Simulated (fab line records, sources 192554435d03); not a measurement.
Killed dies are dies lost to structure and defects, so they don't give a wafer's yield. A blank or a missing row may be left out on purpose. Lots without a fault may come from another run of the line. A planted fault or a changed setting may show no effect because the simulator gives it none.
Split-lot experiment | flow n5_finfet | 7 lots, 21 wafers read, on a route of 1938 steps

THE SPLIT
At N5_BEOL_M9_DESCUM_16 (chemistry O2, time 7.9 s), the setting time_s was moved away from the recipe's 7.9 s on 5 of the 21 wafers read, by -9.3% to +19.8%. The other wafers ran this setting at the recipe's value.

The file shows no step between the split and the reading.

THE READING
CAR-ArF_of_BEOL_M9_COAT_05.thk_nm (the simulator's own value, which no gauge read), in nm, at N5_BEOL_M9_ETCH_61 (etches SiARC in CF4, target depth 39 nm, time 65 s). The file gives no usual value for it. The 16 wafers here that ran the recipe average 55.5 nm, standard deviation 0.2 nm.

wafer  | tool, chamber at the split | time_s as run, s | against the recipe | CAR-ArF_of_BEOL_M9_COAT_05.thk_nm, nm | against lot-mates on the recipe
L074.1 | rie_diel-05, 2             | 7.9              | recipe             | 55.8                                  | -
L074.5 | rie_diel-05, 3,2           | 7.345            | -7.0%              | 56                                    | +0.2
L074.6 | rie_diel-05, 3,2           | 7.345            | -7.0%              | 56.2                                  | +0.4
L083.3 | rie_diel-03, 0,2,0         | 7.9              | recipe             | 55.6                                  | -
L083.4 | rie_diel-03, 0,2,0         | 7.9              | recipe             | 55.8                                  | -
L083.5 | rie_diel-03, 0,2,0         | 7.9              | recipe             | 55.4                                  | -
L090.2 | rie_diel-05, 2             | 8.584            | +8.7%              | 55.4                                  | -0.4
L090.3 | rie_diel-05, 0,2           | 7.9              | recipe             | 55.8                                  | -
L090.6 | rie_diel-05, 0,2           | 7.9              | recipe             | 55.8                                  | -
L095.1 | rie_diel-03, 3,2,0         | 7.9              | recipe             | 55.2                                  | -
L095.3 | rie_diel-03, 3,2,0         | 7.9              | recipe             | 55.4                                  | -
L095.5 | rie_diel-03, 3,2,0         | 7.9              | recipe             | 55.4                                  | -
L094.1 | rie_diel-04, 1,0,2         | 7.9              | recipe             | 55.6                                  | -
L094.3 | rie_diel-04, 1,0,2         | 7.9              | recipe             | 55.4                                  | -
L094.4 | rie_diel-04, 1,0,2         | 7.9              | recipe             | 55.4                                  | -
L097.1 | rie_diel-04, 1,3           | 7.9              | recipe             | 55.4                                  | -
L097.3 | rie_diel-04, 1,3           | 7.9              | recipe             | 55.6                                  | -
L097.5 | rie_diel-04, 0             | 9.462            | +19.8%             | 54.4                                  | -1.1
L096.1 | rie_diel-03, 1,0           | 7.9              | recipe             | 55.4                                  | -
L096.2 | rie_diel-03, 0             | 7.169            | -9.3%              | 55.6                                  | +0.3
L096.6 | rie_diel-03, 1,0           | 7.9              | recipe             | 55.2                                  | -
Where a row lists several chambers, the file gives one row for several wafers and doesn't say which wafer went through which chamber.

THE FIT
A straight line over all 21 wafers: CAR-ArF_of_BEOL_M9_COAT_05.thk_nm changes by -0.0494 nm for each +1% of time_s; r = -0.78; the points scatter about the line by 0.23 nm.
The same after taking each lot's own level away (the mean of its wafers on the recipe; 21 wafers): -0.0494 nm for each +1%; r = -0.93; scatter 0.11 nm.
On that fit, the largest move of time_s shifts the reading by 0.98 nm.
The lots' own levels span 55.30 to 55.80 nm, that is 2.5 times the standard deviation above.
So the lot-to-lot level blurs the effect unless lot-mates are compared.
Check: with one of the wafers moved furthest among these (+19.8%) left out of the fit, the line predicts -0.807 nm for it against its lot-mates. It came out at -1.1 nm against them.

THE FILE'S OWN FIT
CAR-ArF_of_BEOL_M9_COAT_05.thk_nm changes by -0.0501 nm for each +1% of time_s, r = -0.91.
